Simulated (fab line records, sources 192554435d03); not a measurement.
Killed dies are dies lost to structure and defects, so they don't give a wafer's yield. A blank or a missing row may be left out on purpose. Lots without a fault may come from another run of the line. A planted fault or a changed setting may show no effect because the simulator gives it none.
Which tool did it? | flow n5_finfet | 11 lots, 33 wafers sampled, at 6 steps of a route of 1938

WHAT THE GAUGES READ, wafer by wafer
N5_SDB_INSPECT_36: inspects for defects (darkfield).
lot  | measured    | on                | raw_defect_count
L076 | day 4 11:28 | defect_inspect-01 | 67 48 59
L078 | day 4 20:23 | defect_inspect-02 | 69 45 42
L080 | day 5 13:03 | defect_inspect-01 | 26 41 25
L082 | day 6 01:10 | defect_inspect-02 | 55 34 39
L084 | day 6 13:58 | defect_inspect-01 | 27 32 38
L086 | day 6 20:43 | defect_inspect-02 | 14 15 28
L088 | day 7 12:23 | defect_inspect-01 | 66 32 34
L090 | day 7 23:57 | defect_inspect-02 | 32 14 29
L092 | day 8 09:58 | defect_inspect-02 | 32 34 60
L094 | day 8 23:23 | defect_inspect-01 | 45 38 41
L096 | day 9 10:53 | defect_inspect-01 | 42 32 47

WHICH TOOL RAN EACH LOT (tool, then ch and the chambers of the sampled wafers, then the start)
lot  | N5_DUMMY_GATE_STRIP_41            | N5_SD_EPI_N_STRIP_38                | N5_SD_EPI_N_VAPOR_ETCH_50      | N5_ILD0_CMP_07               | N5_SDB_STRIP_22
L076 | rie_diel-02 ch 0,3, day 3 13:07   | plasma_asher-02 ch 1, day 3 16:01   | epi_rpcvd-01 ch 0, day 3 16:44 | cmp-01 ch 0,2,3, day 4 03:30 | plasma_asher-01 ch 0,1, day 4 07:55
L078 | rie_diel-02 ch 0,2,3, day 3 22:28 | plasma_asher-01 ch 0,1, day 4 01:33 | epi_rpcvd-03 ch 0, day 4 02:17 | cmp-02 ch 1,2,3, day 4 12:24 | plasma_asher-02 ch 0,1, day 4 16:49
L080 | rie_diel-02 ch 1,2, day 4 10:20   | plasma_asher-01 ch 0,1, day 4 13:42 | epi_rpcvd-03 ch 0, day 4 14:26 | cmp-04 ch 0,3, day 5 02:22   | plasma_asher-01 ch 0,1, day 5 09:08
L082 | rie_diel-02 ch 0,3, day 5 01:56   | plasma_asher-02 ch 0,1, day 5 05:31 | epi_rpcvd-02 ch 0, day 5 06:17 | cmp-02 ch 0,2,3, day 5 17:06 | plasma_asher-02 ch 0,1, day 5 21:37
L084 | rie_diel-05 ch 0,1,2, day 5 14:10 | plasma_asher-02 ch 0,1, day 5 17:04 | epi_rpcvd-01 ch 0, day 5 17:53 | cmp-01 ch 2,3, day 6 05:47   | plasma_asher-01 ch 0,1, day 6 10:26
L086 | rie_diel-06 ch 0,1,2, day 5 22:20 | plasma_asher-01 ch 0,1, day 6 01:07 | epi_rpcvd-03 ch 0, day 6 01:51 | cmp-04 ch 0,1,2, day 6 12:04 | plasma_asher-02 ch 0,1, day 6 17:10
L088 | rie_diel-06 ch 0,2,3, day 6 12:11 | plasma_asher-02 ch 0,1, day 6 15:59 | epi_rpcvd-01 ch 0, day 6 16:53 | cmp-02 ch 0,1, day 7 03:56   | plasma_asher-01 ch 0,1, day 7 08:49
L090 | rie_diel-06 ch 0,1,2, day 6 23:52 | plasma_asher-02 ch 0,1, day 7 03:07 | epi_rpcvd-01 ch 0, day 7 04:14 | cmp-04 ch 0,2,3, day 7 15:48 | plasma_asher-02 ch 0,1, day 7 20:22
L092 | rie_diel-02 ch 0,1,2, day 7 11:22 | plasma_asher-02 ch 0,1, day 7 14:05 | epi_rpcvd-03 ch 0, day 7 14:53 | cmp-01 ch 0,3, day 8 01:56   | plasma_asher-01 ch 0,1, day 8 06:23
L094 | rie_diel-05 ch 1,2,3, day 7 22:41 | plasma_asher-02 ch 0,1, day 8 01:19 | epi_rpcvd-02 ch 0, day 8 02:02 | cmp-02 ch 1,2,3, day 8 14:59 | plasma_asher-01 ch 0,1, day 8 19:35
L096 | rie_diel-06 ch 2,3, day 8 10:01   | plasma_asher-02 ch 0,1, day 8 12:53 | epi_rpcvd-02 ch 0, day 8 13:35 | cmp-01 ch 0,1, day 9 02:24   | plasma_asher-02 ch 0,1, day 9 07:07
- N5_DUMMY_GATE_STRIP_41: strips in O2.
- N5_SD_EPI_N_STRIP_38: strips in N2/H2.
- N5_SD_EPI_N_VAPOR_ETCH_50: etches Si in HCl, time 54 s.
- N5_ILD0_CMP_07: polishes SiO2 flowable, stops on poly-Si, t overpolish 1.18 s, target thk 138.88 nm.
- N5_SDB_STRIP_22: strips in N2/H2.

THE ANSWER, worked out from the rows above alone
Rule: what is usual is taken from the lots themselves. Put in order of their means at a reading, lots are off if they are a third of the lots or fewer, leave a main group of 4 or more, and stand apart from it by a gap of 3 or more times the standard deviation of the main group's means; of several such gaps the widest counts. A main group whose means are all the same, to the digits that the tables above print for the reading, isn't used. A lot without any number at a reading at which 4 lots or more have one is off too. The other lots that the step has rows for count as sound.
No lot is off at any reading shown: from this, nothing can be told.

WHAT THE SIMULATOR HAD PUT IN
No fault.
